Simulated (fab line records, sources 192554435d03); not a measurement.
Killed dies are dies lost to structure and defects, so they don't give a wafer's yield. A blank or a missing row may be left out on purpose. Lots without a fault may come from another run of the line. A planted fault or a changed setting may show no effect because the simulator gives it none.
A struck lot beside a sound one | flow n5_finfet | 35 steps out of a route of 1938
Sound: wafers L277.3, L277.5, L277.6. Struck: wafers L281.4, L281.5. (L281.6 of the same lot was not struck and is left out.) The cause comes at the end.
At each step with rows: each side's tool, then ch and its chambers, then its first start. Under that, the readings that differ: sound wafers | struck wafers | difference of the means | sigmas: that difference in standard deviations of wafers without a fault.
alike: readings whose means differ by less than 2 such deviations, and words and numbers that are the same on both sides. not compared: withheld readings, readings that some wafer has no value for, bounds like >300 that may hide the same value, and numbers for which the record gives no deviation and whose values overlap.
The two part at a step that has a row with sigmas, a row that says differs or no value, or rows on one side only. Numbers that don't overlap but have no deviation are shown without sigmas and don't part them. A reading that every wafer of one side lacks parts them only if that side has two wafers or more.

first, 8 steps without rows for these wafers: N5_BEOL_M8_ECD_50 (material Cu, target thk 300 nm); N5_BEOL_M8_ANNEAL_51 (time 90 s); N5_BEOL_M8_CMP_52 (polishes, stops on SiCOH lowk, t overpolish 6.9 s, target thk 80 nm); N5_BEOL_M8_PRE_CLEAN_55 (time 15 s); N5_BEOL_M8_DEP_56 (deposits SiCN from 3MS/NH3, target thk 10 nm, time 17.5 s); N5_BEOL_M9_ILD_DEP_00 (deposits SiCOH lowk from DEMS/porogen, target thk 308.51 nm, time 58 s); N5_BEOL_M9_CURE_71 (cures SiCOH lowk, time 240 s); N5_BEOL_M9_PECVD_70 (deposits SiO2 from TEOS/O2, target thk 20 nm, time 22.7 s).
N5_BEOL_M9_HM_DEP_02: deposits TiN, target thk 20 nm.
  sound on pvd_sputter-02, day 12 17:22; struck on pvd_sputter-02, day 13 12:06
  reading                                    | sound    | struck | difference | sigmas
  model.TiN_of_BEOL_M9_HM_DEP_02.thk_nm (nm) | 20 20 20 | 27 27  | +7         |
  alike: throttle_valve_pct
then, 13 steps without rows for these wafers: N5_BEOL_M9_COAT_59 (time 60 s, resist thk 100 nm); N5_BEOL_M9_COAT_60 (time 60 s, resist thk 30 nm); N5_BEOL_M9_COAT_05 (resist thk 90 nm); N5_BEOL_M9_EBR_07; N5_BEOL_M9_SOFTBAKE_06 (time 60 s); N5_BEOL_M9_EXPOSE_08 (exposes mask M9); N5_BEOL_M9_PEB_09 (peb time 60 s); N5_BEOL_M9_DEVELOP_10 (develop time 30 s); N5_BEOL_M9_DESCUM_16 (chemistry O2, time 7.9 s); N5_BEOL_M9_ETCH_61 (etches SiARC in CF4, target depth 39 nm, time 65 s); N5_BEOL_M9_ETCH_62 (etches SOC in N2/H2, target depth 110 nm, overetch 22 nm, time 165 s); N5_BEOL_M9_STRIP_68 (strips in N2/H2); N5_BEOL_M9_STRIP_67 (strips in CF4).
N5_BEOL_M9_HM_OPEN_17: chemistry Cl2/BCl3, target TiN, target depth 20 nm, overetch 6 nm.
  sound on rie_metal-02 ch 0,1, day 12 18:28; struck on rie_metal-02 ch 1, day 13 12:59
  reading                  | sound             | struck      | difference | sigmas
  model.etch.depth_nm (nm) | 20.09 20.03 20.02 | 26.82 26.71 | +6.72      |
  alike: drypump_motor_current_A, he_backside_leak_sccm, mfc_ar_sccm, mfc_cl2_sccm, oes_product_au, rf_fwd_power_W, throttle_valve_pct
  not compared: rf_hours_counter_h
then, 10 steps without rows for these wafers: N5_BEOL_M9_STRIP_19 (strips in O2); N5_BEOL_M9_COAT_63 (time 60 s, resist thk 60 nm); N5_BEOL_M9_COAT_64 (time 60 s, resist thk 12 nm); N5_BEOL_M9_COAT_75 (time 60 s, resist thk 5 nm); N5_BEOL_M9_COAT_22 (resist thk 30 nm); N5_BEOL_M9_EBR_24; N5_BEOL_M9_SOFTBAKE_23 (time 60 s); N5_BEOL_M9_EXPOSE_25 (exposes mask V8); N5_BEOL_M9_PEB_26 (peb time 60 s); N5_BEOL_M9_DEVELOP_27 (develop time 30 s).
N5_BEOL_M9_TRENCH_ETCH_37: etches SiCOH lowk in C4F6/O2, target depth 151.43 nm, time 49 s.
  sound on rie_diel-04 ch 1,2,3; struck on rie_diel-04 ch 1,2
  reading                                    | sound      | struck  | difference | sigmas
  model.TiN_of_BEOL_M9_HM_DEP_02.thk_nm (nm) | 16 16 15.8 | 22.8 23 | +7.0       |
  alike: drypump_motor_current_A, mfc_ar_sccm, oes_f_703_au, oes_product_au, rf_fwd_power_W, rf_vpp_V, showerhead_plenum_p_Torr, throttle_valve_pct
  not compared: rf_hours_counter_h
-- the record jumps here: 3 days lie between the struck wafers' starts before and after (it left off in module BEOL_M9 and takes up again in module PASSIVATION, whose first step shown is number 1936 of the route) --
N5_PASSIVATION_PROBE_49:
  sound on prober-01, day 15 09:47; struck on prober-01, day 16 05:28
  reading         | sound    | struck | difference | sigmas
  killed_at_M4_up | 13 17 11 | 24 27  | +12        | +3
  alike: defect_limited_yield, killed_at_M0_to_M3, killed_at_contacts, killed_at_front_end, killed_at_other, killed_dies, killed_on_rim, killed_open, killed_short, sort_bin_5_function, sort_bin_6_memory, sort_bin_8_speed, sort_n_pass, sort_yield_pct

WHERE THEY PART
Only at N5_PASSIVATION_PROBE_49, within this record.

WHY: what the simulator had put in
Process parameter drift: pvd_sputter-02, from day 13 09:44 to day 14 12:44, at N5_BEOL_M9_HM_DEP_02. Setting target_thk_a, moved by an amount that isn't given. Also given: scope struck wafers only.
